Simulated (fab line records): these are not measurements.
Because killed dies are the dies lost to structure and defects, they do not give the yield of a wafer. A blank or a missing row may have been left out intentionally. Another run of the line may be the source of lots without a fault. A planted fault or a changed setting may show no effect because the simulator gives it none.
Which tool was responsible? ; flow n5Finfet ; Sampling: 11 lots, 32 wafers, 5 of 1938 route steps

## WHAT EACH GAUGE READ, for each wafer
N5_BEOL_M4_RC_MEAS_101.
lot;measured;on;DIBL_N (mV/V);DIBL_P (mV/V);IOFF_N (nA/um);IOFF_P (nA/um);ION_N (uA/um);ION_P (uA/um);SS_N (mV/dec);SS_P (mV/dec);VT_N (mV);VT_P (mV)
L722;day 7 16:49;prober-02;41.7 36.4 36.7;41.5 34.4 34.5;0.27 0.14 0.15;0.30 0.17 0.18;687 663 664;465 449 449;73.2 71.2 71.7;75.1 73.3 74.0;244 255 255;-247 -257 -255
L723;day 8 12:34;prober-02;36.6 38.3 34.3;37.3 38.7 34.4;0.18 0.20 0.13;0.19 0.22 0.16;697 686 676;468 459 463;71.9 72.2 70.9;74.1 74.5 73.0;248 247 254;-254 -251 -255
L725;day 8 18:52;prober-01;29.9 35.4 32.0;30.0 36.9 32.9;0.09 0.16 0.11;0.13 0.22 0.17;677 671 675;470 467 475;69.7 71.6 71.5;71.6 72.5 71.8;256 245 254;-257 -249 -250
L726;day 9 00:22;prober-01;40.5 32.2 38.0;41.9 32.5 39.1;0.23 0.09 0.18;0.29 0.15 0.24;687 647 681;465 452 465;72.0 69.8 71.5;73.8 71.4 73.0;244 258 248;-245 -253 -247
L727;day 9 07:55;prober-01;34.7 39.3 35.2;36.8 41.9 37.8;0.13 0.24 0.14;0.22 0.32 0.23;668 697 660;469 476 461;71.1 72.0 70.2;74.0 74.6 74.2;250 244 253;-248 -243 -248
L728;day 9 20:40;prober-02;30.3 31.6 36.3;32.5 34.5 39.7;0.10 0.12 0.23;0.14 0.16 0.26;645 651 681;441 453 464;71.2 70.9 73.6;71.8 72.6 73.7;256 252 244;-257 -254 -246
L733;day 10 21:25;prober-02;34.7 35.0;31.4 31.5;0.11 0.13;0.18 0.20;651 662;455 466;71.0 70.8;72.2 72.7;256 253;-248 -248
L737;day 12 06:11;prober-01;34.1 37.5 33.7;34.3 37.5 34.6;0.12 0.18 0.12;0.15 0.20 0.17;682 693 666;458 462 460;70.1 72.1 71.0;72.9 74.3 73.0;251 249 253;-257 -252 -252
L741;day 13 08:08;prober-01;37.2 33.4 34.2;38.7 33.9 34.3;0.19 0.13 0.15;0.26 0.19 0.20;677 662 682;464 463 472;71.9 70.9 71.5;73.6 72.9 72.6;248 253 246;-248 -250 -249
L743;day 14 07:53;prober-01;36.6 35.8 35.0;39.2 38.0 36.9;0.19 0.16 0.14;0.24 0.21 0.20;694 684 669;479 469 461;70.8 71.7 71.0;73.8 73.5 73.1;242 248 252;-249 -251 -250
L744;day 14 13:20;prober-01;35.6 37.2 35.3;36.6 38.3 36.1;0.14 0.17 0.13;0.17 0.19 0.16;672 683 650;454 463 445;71.1 71.8 70.9;72.9 73.6 73.2;252 251 254;-256 -254 -258

## TOOL THAT RAN EACH LOT (tool first, then ch and the chambers of the sampled wafers, then the start)
lot;N5_BEOL_M2_ALD_84;N5_BEOL_M2_ANNEAL_51;N5_BEOL_M2_PRE_CLEAN_60;N5_BEOL_M2_CO_CAP_55
L722;aldMetal-03 ch 1,2, day 6 18:10;rtpAnneal-01 ch 0, day 6 20:41;cvdCo-01 ch 1,2, day 6 21:30;cvdCo-01 ch 1,2, day 6 21:32
L723;aldMetal-03 ch 0,3, day 7 01:47;rtpAnneal-01 ch 0, day 7 04:16;cvdCo-01 ch 0,1,2, day 7 05:10;cvdCo-01 ch 0,1,2, day 7 05:13
L725;aldMetal-04 ch 0,1, day 7 13:56;rtpAnneal-02 ch 0, day 7 17:56;cvdCo-02 ch 1,2, day 7 18:34;cvdCo-02 ch 1,2, day 7 18:37
L726;aldMetal-01 ch 0,1,3, day 8 03:06;rtpAnneal-02 ch 0, day 8 05:47;cvdCo-02 ch 0,1,2, day 8 06:25;cvdCo-02 ch 0,1,2, day 8 06:28
L727;aldMetal-04 ch 0,1,2, day 8 09:58;rtpAnneal-01 ch 0, day 8 12:38;cvdCo-02 ch 0,1,2, day 8 13:16;cvdCo-02 ch 0,1,2, day 8 13:19
L728;aldMetal-04 ch 1,3, day 8 14:54;rtpAnneal-02 ch 0, day 8 17:31;cvdCo-02 ch 0,2, day 8 18:10;cvdCo-02 ch 0,2, day 8 18:12
L733;aldMetal-04 ch 1,2, day 9 17:08;rtpAnneal-01 ch 0, day 9 19:47;cvdCo-02 ch 0,1, day 9 20:20;cvdCo-02 ch 0,1, day 9 20:22
L737;aldMetal-03 ch 0,1,3, day 10 19:40;rtpAnneal-01 ch 0, day 10 22:19;cvdCo-01 ch 0,2, day 10 22:52;cvdCo-01 ch 0,2, day 10 22:54
L741;aldMetal-04 ch 1,2,3, day 12 02:25;rtpAnneal-02 ch 0, day 12 06:52;cvdCo-02 ch 0,1,2, day 12 07:26;cvdCo-02 ch 0,1,2, day 12 07:29
L743;aldMetal-04 ch 0,1, day 13 01:50;rtpAnneal-01 ch 0, day 13 04:54;cvdCo-02 ch 0,2, day 13 05:33;cvdCo-02 ch 0,2, day 13 05:35
L744;aldMetal-01 ch 0,3, day 13 04:25;rtpAnneal-01 ch 0, day 13 06:49;cvdCo-01 ch 0,1,2, day 13 07:26;cvdCo-01 ch 0,1,2, day 13 07:29
- N5_BEOL_M2_ALD_84: deposits TaN, pulse time 2 s, purge time 3 s, co reactant purge time 2 s.
- N5_BEOL_M2_ANNEAL_51: time 90 s.
- N5_BEOL_M2_PRE_CLEAN_60: time 15 s.
- N5_BEOL_M2_CO_CAP_55: material Co, precursor CCTBA/H2, target thk 2 nm, time 102.1 s.

## WHAT THE TOOLS THEMSELVES READ (means of the sampled wafers that have a number; where no wafer has one, the mark that the record gives instead)
N5_BEOL_M2_ALD_84.
lot;tool;heaterPowerW (W)
L722;aldMetal-03;477
L723;aldMetal-03;436
L725;aldMetal-04;426
L726;aldMetal-01;420
L727;aldMetal-04;456
L728;aldMetal-04;487
L733;aldMetal-04;464
L737;aldMetal-03;441
L741;aldMetal-04;474
L743;aldMetal-04;439
L744;aldMetal-01;410

N5_BEOL_M2_ANNEAL_51.
lot;tool;wafer_temp_C_max
L722;rtpAnneal-01;226.39
L723;rtpAnneal-01;226.61
L725;rtpAnneal-02;226.26
L726;rtpAnneal-02;226.47
L727;rtpAnneal-01;226.21
L728;rtpAnneal-02;226.29
L733;rtpAnneal-01;226.82
L737;rtpAnneal-01;226.16
L741;rtpAnneal-02;226.50
L743;rtpAnneal-01;226.36
L744;rtpAnneal-01;226.44

N5_BEOL_M2_PRE_CLEAN_60.
lot;tool;heaterPowerW (W)
L722;cvdCo-01;74
L723;cvdCo-01;85
L725;cvdCo-02;114
L726;cvdCo-02;119
L727;cvdCo-02;119
L728;cvdCo-02;106
L733;cvdCo-02;132
L737;cvdCo-01;85
L741;cvdCo-02;121
L743;cvdCo-02;107
L744;cvdCo-01;86

N5_BEOL_M2_CO_CAP_55.
lot;tool;heaterPowerW (W);runLengthS (s)
L722;cvdCo-01;225;125.4
L723;cvdCo-01;233;124.6
L725;cvdCo-02;270;124.8
L726;cvdCo-02;279;124.8
L727;cvdCo-02;276;88.3
L728;cvdCo-02;260;106.2
L733;cvdCo-02;299;97.7
L737;cvdCo-01;238;124.3
L741;cvdCo-02;280;124.7
L743;cvdCo-02;264;124.1
L744;cvdCo-01;239;125.1

## THE ANSWER, worked out from the rows above alone
Rule: usual is defined by the lots themselves. Put in order of their means at a reading, lots are off if they are a third of the lots or fewer, leave a main group of 4 or more, and stand apart from it by a gap of 3 or more times the standard deviation of the main group's means; of several such gaps the widest counts. If all means in a main group match to the digits the tables above print for the reading, that group is not used. Also off: a lot with no number at a reading for which 4 or more lots have one. The other lots that the step has rows for count as sound. First the gauges in route order, then the tools' own readings, where a lot's mean is used as printed above. At the first step where some lot is off, the reading lying furthest off is the one used; lots without a number count as furthest.
Off at N5_BEOL_M2_CO_CAP_55 (runLengthS): L727, L728, L733. Mean 124.7 s and standard deviation 0.39 in the main group.
If a tool, at that step or one of the process steps before it, ran each lot that is off and ran no sound lot following the first of them, it fits. Of those tried, none fits.

## WHAT THE SIMULATOR PUT IN
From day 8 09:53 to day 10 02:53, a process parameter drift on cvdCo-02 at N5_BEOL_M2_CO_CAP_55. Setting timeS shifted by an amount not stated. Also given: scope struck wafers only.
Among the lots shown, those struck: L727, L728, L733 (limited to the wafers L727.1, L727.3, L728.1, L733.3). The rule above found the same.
